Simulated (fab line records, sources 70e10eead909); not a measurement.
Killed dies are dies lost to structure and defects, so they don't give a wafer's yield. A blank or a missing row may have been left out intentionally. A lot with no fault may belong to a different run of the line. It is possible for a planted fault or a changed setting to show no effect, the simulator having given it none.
Matching of chambers    flow nand-harc    NHARC_A_STAIRCASE_DESCUM_186 on rie-diel-10 has 4 sister chambers
The step chemistry O2, time 3 s. 8 wafers are shown with their chamber, then 12 later ones without.

== WAFERS WITH THEIR CHAMBER ==
wafer   chamber  showerhead-plenum-p-Torr (Torr)  drypump-motor-current-A (A)
L080.5  2        1.85                             5.6
L083.1  2        1.85                             5.6
L083.3  1        1.76                             6.3
L083.5  0        2.03                             6.2
L083.6  3        1.96                             6.0
L086.1  3        1.96                             6.0
L086.3  1        1.76                             6.3
L086.6  0        2.02                             6.3

== WAFERS WITH NO CHAMBER GIVEN ==
wafer   showerhead-plenum-p-Torr (Torr)  drypump-motor-current-A (A)
L090.2  2.02                             6.3
L090.3  1.76                             6.3
L090.4  1.85                             5.6
L092.1  2.08                             6.3
L092.3  1.96                             6.0
L092.5  2.02                             6.3
L094.2  1.84                             5.6
L094.3  2.07                             6.3
L094.4  1.96                             6.0
L097.3  1.84                             5.6
L097.4  1.95                             6.0
L097.6  1.84                             5.6

== WHICH CHAMBER EACH WENT THROUGH ==
wafer    from the rows above   in truth
L090.2   0                     0
L090.3   1                     1
L090.4   2                     2
L092.1   0                     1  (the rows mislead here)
L092.3   3                     3
L092.5   0                     0
L094.2   2                     2
L094.3   0                     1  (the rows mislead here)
L094.4   3                     3
L097.3   2                     2
L097.4   3                     3
L097.6   2                     2
Placed correctly: 10 of 12. From these rows, 0 cannot be placed. 2 placed wrongly.
How it was worked out, from the rows above alone: a wafer's distance from a chamber is the root of the sum, over the readings, of the square of ((its reading less the chamber's mean) divided by the reading's scatter). The wafer belongs to the nearest chamber; if the next one is less than 2 further off, it can't be placed. The mean given for a chamber averages the wafers shown for that chamber. How the scatter is found: for the shown wafers, subtract from each reading the mean of its chamber, square and add these, divide the total by (wafers less chambers), then take the root.
